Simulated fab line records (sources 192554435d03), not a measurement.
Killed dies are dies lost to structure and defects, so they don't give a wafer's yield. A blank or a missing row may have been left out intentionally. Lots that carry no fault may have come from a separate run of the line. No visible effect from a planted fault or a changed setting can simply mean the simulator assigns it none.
Matching of chambers    flow n5 finfet    N5_SDB_CMP_30 on cmp-01: 4 sister chambers
The step polishes, stops on poly-Si, t overpolish 1.54 s, target thk 30 nm. 4 wafers are shown with their chamber, then 7 later ones without.

## WAFERS PAIRED WITH THEIR CHAMBERS
wafer   chamber  motor current A (A)
L074.6  0        11.7
L088.5  3        13.7
L091.1  2        10.7
L091.2  1        14.1

## WAFERS WHOSE CHAMBER IS MISSING
wafer   motor current A (A)
L091.4  13.9
L094.2  10.6
L094.3  13.0
L094.4  13.9
L095.2  10.9
L095.3  14.3
L095.5  12.6

## EACH ONE'S CHAMBER
wafer   from the rows above           in truth
L091.4  can't be placed: 1 or 3       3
L094.2  2                             2
L094.3  can't be placed: 3 or 1 or 0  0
L094.4  can't be placed: 1 or 3       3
L095.2  can't be placed: 2 or 0       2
L095.3  can't be placed: 1 or 3       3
L095.5  can't be placed: 0 or 3 or 1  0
1 of 7 placed correctly. Unplaceable from these rows: 6, with the true chamber sitting among the candidates in 6. Number placed wrongly: 0.
How it was worked out, from the rows above alone: a wafer's distance from a chamber is the root of the sum, over the readings, of the square of ((its reading less the chamber's mean) divided by the reading's scatter). If the next closest chamber is less than 2 further off than the closest, the wafer can't be placed; otherwise it belongs to the closest. A chamber's mean is the mean of its shown wafers. The scatter (one wafer shown for each chamber): square how far every hidden wafer sits from the nearest shown wafer, average those squares and take the square root.
